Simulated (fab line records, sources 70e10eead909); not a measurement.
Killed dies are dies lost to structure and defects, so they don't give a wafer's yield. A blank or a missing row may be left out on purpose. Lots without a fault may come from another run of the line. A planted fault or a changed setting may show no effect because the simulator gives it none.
Chamber matching | flow nand_harc | NHARC_HYBRID_BOND_ACTIVATE_00 on rie_diel-11: 4 sister chambers
The step chemistry N2, time 60 s. 20 wafers are shown with their chamber, then 10 later ones without.

WAFERS WITH THEIR CHAMBER
wafer  | chamber | showerhead_plenum_p_Torr (Torr) | oes_product_au (a.u.) | rf_vpp_V (V)
L606.1 | 2       | 1.77                            | 0.987                 | 64.3
L606.4 | 0       | 1.80                            | 0.998                 | 64.2
L606.5 | 3       | 1.72                            | 0.997                 | 62.6
L605.1 | 1       | 1.64                            | 0.989                 | 64.0
L605.3 | 0       | 1.80                            | 0.997                 | 64.4
L605.5 | 1       | 1.64                            | 1.002                 | 63.0
L609.1 | 3       | 1.72                            | 0.996                 | 63.2
L609.3 | 1       | 1.64                            | 1.001                 | 63.7
L609.6 | 3       | 1.72                            | 0.995                 | 64.3
L611.1 | 1       | 1.64                            | 1.009                 | 62.3
L611.2 | 0       | 1.80                            | 1.002                 | 64.1
L611.3 | 3       | 1.72                            | 0.997                 | 64.1
L618.2 | 2       | 1.77                            | 0.996                 | 64.3
L618.3 | 3       | 1.71                            | 1.003                 | 65.4
L618.5 | 0       | 1.80                            | 1.002                 | 65.0
L622.2 | 1       | 1.64                            | 1.017                 | 64.3
L622.4 | 2       | 1.77                            | 0.990                 | 63.4
L622.5 | 2       | 1.77                            | 1.002                 | 64.6
L624.3 | 0       | 1.80                            | 1.015                 | 64.2
L624.4 | 0       | 1.80                            | 1.000                 | 63.2

SIGNATURES (means of the wafers above)
reading                  | chamber 0 | chamber 1 | chamber 2 | chamber 3 | scatter within a chamber
showerhead_plenum_p_Torr | 1.8000    | 1.6400    | 1.7700    | 1.7180    | 0.00224
oes_product_au           | 1.00233   | 1.00360   | 0.99375   | 0.99760   | 0.00714
rf_vpp_V                 | 64.183    | 63.460    | 64.150    | 63.920    | 0.78
Rule: a wafer's distance from a chamber is the root of the sum, over the readings, of the square of ((its reading less the chamber's mean) divided by the reading's scatter). The wafer belongs to the nearest chamber; if the next one is less than 2 further off, it can't be placed. The scatter: the root of (the sum of the squares of (reading less its chamber's mean) over the shown wafers, divided by (wafers less chambers)).

WAFERS WITHOUT THEIR CHAMBER
wafer  | showerhead_plenum_p_Torr (Torr) | oes_product_au (a.u.) | rf_vpp_V (V)
L624.6 | 1.64                            | 1.019                 | 64.2
L623.1 | 1.80                            | 1.010                 | 64.2
L623.2 | 1.71                            | 0.987                 | 65.3
L623.3 | 1.77                            | 0.986                 | 65.3
L625.2 | 1.80                            | 1.007                 | 64.4
L625.5 | 1.80                            | 1.010                 | 62.3
L625.6 | 1.71                            | 1.003                 | 63.9
L627.1 | 1.71                            | 0.992                 | 63.1
L627.3 | 1.77                            | 0.988                 | 62.6
L627.4 | 1.80                            | 1.011                 | 64.7

WHICH CHAMBER EACH WENT THROUGH
wafer  | from the rows above | in truth
L624.6 | 1                   | 1
L623.1 | 0                   | 0
L623.2 | 3                   | 3
L623.3 | 2                   | 2
L625.2 | 0                   | 0
L625.5 | 0                   | 0
L625.6 | 3                   | 3
L627.1 | 3                   | 3
L627.3 | 2                   | 2
L627.4 | 0                   | 0
Placed correctly: 10 of 10. Can't be placed from these rows: 0. Placed wrongly: 0.
